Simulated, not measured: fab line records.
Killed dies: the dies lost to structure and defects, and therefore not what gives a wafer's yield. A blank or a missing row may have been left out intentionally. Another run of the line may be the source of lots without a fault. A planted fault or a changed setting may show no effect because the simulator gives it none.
Chamber matching || flow n5 finfet || N5_ILD0_CMP_12 on cmp-01: 4 sister chambers
The step polishes SiNx, stops on poly-Si, t overpolish 6 s, target thk 17.67 nm. 4 wafers are shown with their chamber, then 8 later ones without.

WAFERS WITH THEIR CHAMBER
{"wafer": "L093.1", "chamber": 0, "motor current A (A)": 9.0}
{"wafer": "L093.3", "chamber": 2, "motor current A (A)": 8.5}
{"wafer": "L093.4", "chamber": 3, "motor current A (A)": 8.2}
{"wafer": "L095.3", "chamber": 1, "motor current A (A)": 8.7}

WAFERS WITH NO CHAMBER GIVEN
{"wafer": "L095.4", "motor current A (A)": 9.3}
{"wafer": "L095.6", "motor current A (A)": 8.5}
{"wafer": "L096.1", "motor current A (A)": 9.5}
{"wafer": "L096.4", "motor current A (A)": 8.5}
{"wafer": "L096.5", "motor current A (A)": 8.3}
{"wafer": "L097.1", "motor current A (A)": 8.7}
{"wafer": "L097.3", "motor current A (A)": 9.0}
{"wafer": "L097.5", "motor current A (A)": 8.2}

CHAMBER TAKEN BY EACH
{"wafer": "L095.4", "from the rows above": "can't be placed: 0 or 1", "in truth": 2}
{"wafer": "L095.6", "from the rows above": "can't be placed: 2 or 1 or 3", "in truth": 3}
{"wafer": "L096.1", "from the rows above": "can't be placed: 0 or 1", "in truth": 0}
{"wafer": "L096.4", "from the rows above": "can't be placed: 2 or 1 or 3", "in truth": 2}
{"wafer": "L096.5", "from the rows above": "can't be placed: 3 or 2 or 1", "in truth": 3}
{"wafer": "L097.1", "from the rows above": "can't be placed: 1 or 2 or 0", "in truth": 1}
{"wafer": "L097.3", "from the rows above": "can't be placed: 0 or 1", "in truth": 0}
{"wafer": "L097.5", "from the rows above": "can't be placed: 3 or 2", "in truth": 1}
Correctly placed: 0 of 8. Can't be placed from these rows: 8 (the true chamber is among the candidates in 6). 0 placed wrongly.
How it was worked out, from the rows above alone: a wafer's distance from a chamber is the root of the sum, over the readings, of the square of ((its reading less the chamber's mean) divided by the reading's scatter). The wafer belongs to the nearest chamber; if the next one is less than 2 further off, it can't be placed. For every chamber, the mean is computed from those of its wafers that are shown. The scatter: root of mean squared gap, hidden wafer to nearest shown wafer, with one shown wafer a chamber.
